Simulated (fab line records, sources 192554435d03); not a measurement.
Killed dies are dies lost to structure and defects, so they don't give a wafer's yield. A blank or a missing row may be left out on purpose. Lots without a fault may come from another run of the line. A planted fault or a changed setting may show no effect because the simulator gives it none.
Chamber matching | flow n5_finfet | N5_BEOL_M12_DESCUM_33 on rie_diel-02: 4 sister chambers
The step chemistry O2, time 7.9 s. 18 wafers are shown with their chamber, then 9 later ones without.

WAFERS WITH THEIR CHAMBER
wafer  | chamber | showerhead_plenum_p_Torr (Torr) | drypump_motor_current_A (A) | throttle_valve_pct (%)
L076.3 | 2       | 2.05                            | 5.2                         | 20.14
L076.4 | 3       | 1.99                            | 6.3                         | 20.21
L076.5 | 3       | 1.99                            | 6.4                         | 20.22
L078.1 | 3       | 1.98                            | 6.4                         | 20.22
L078.3 | 2       | 2.05                            | 5.1                         | 20.17
L078.5 | 2       | 2.05                            | 5.2                         | 20.17
L074.2 | 2       | 2.05                            | 5.2                         | 20.17
L074.3 | 0       | 2.22                            | 6.1                         | 19.95
L074.4 | 1       | 2.07                            | 5.5                         | 20.61
L079.3 | 2       | 2.05                            | 5.2                         | 20.17
L079.4 | 3       | 1.98                            | 6.4                         | 20.21
L079.6 | 1       | 2.07                            | 5.5                         | 20.63
L075.1 | 3       | 1.98                            | 6.4                         | 20.23
L075.4 | 2       | 2.05                            | 5.2                         | 20.18
L075.5 | 0       | 2.22                            | 6.1                         | 19.95
L089.1 | 0       | 2.21                            | 6.1                         | 19.99
L089.3 | 2       | 2.04                            | 5.2                         | 20.22
L089.4 | 1       | 2.06                            | 5.4                         | 20.66

SIGNATURES (means of the wafers above)
reading                  | chamber 0 | chamber 1 | chamber 2 | chamber 3 | scatter within a chamber
showerhead_plenum_p_Torr | 2.2167    | 2.0667    | 2.0486    | 1.9840    | 0.00492
drypump_motor_current_A  | 6.100     | 5.467     | 5.186     | 6.380     | 0.0407
throttle_valve_pct       | 19.9633   | 20.6333   | 20.1743   | 20.2180   | 0.0207
Rule: a wafer's distance from a chamber is the root of the sum, over the readings, of the square of ((its reading less the chamber's mean) divided by the reading's scatter). The wafer belongs to the nearest chamber; if the next one is less than 2 further off, it can't be placed. The scatter: the root of (the sum of the squares of (reading less its chamber's mean) over the shown wafers, divided by (wafers less chambers)).

WAFERS WITHOUT THEIR CHAMBER
wafer  | showerhead_plenum_p_Torr (Torr) | drypump_motor_current_A (A) | throttle_valve_pct (%)
L094.2 | 2.04                            | 5.2                         | 20.22
L094.3 | 2.06                            | 5.5                         | 20.66
L094.6 | 2.04                            | 5.2                         | 20.20
L090.1 | 2.04                            | 5.2                         | 20.24
L090.2 | 2.06                            | 5.5                         | 20.66
L090.6 | 2.04                            | 5.2                         | 20.23
L097.3 | 2.23                            | 6.4                         | 19.97
L097.5 | 2.05                            | 5.5                         | 20.69
L097.6 | 2.03                            | 5.1                         | 20.24

WHICH CHAMBER EACH WENT THROUGH
wafer  | from the rows above | in truth
L094.2 | 2                   | 2
L094.3 | 1                   | 1
L094.6 | 2                   | 2
L090.1 | 2                   | 2
L090.2 | 1                   | 1
L090.6 | 2                   | 2
L097.3 | 0                   | 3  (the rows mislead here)
L097.5 | 1                   | 1
L097.6 | 2                   | 2
Placed correctly: 8 of 9. Can't be placed from these rows: 0. Placed wrongly: 1.
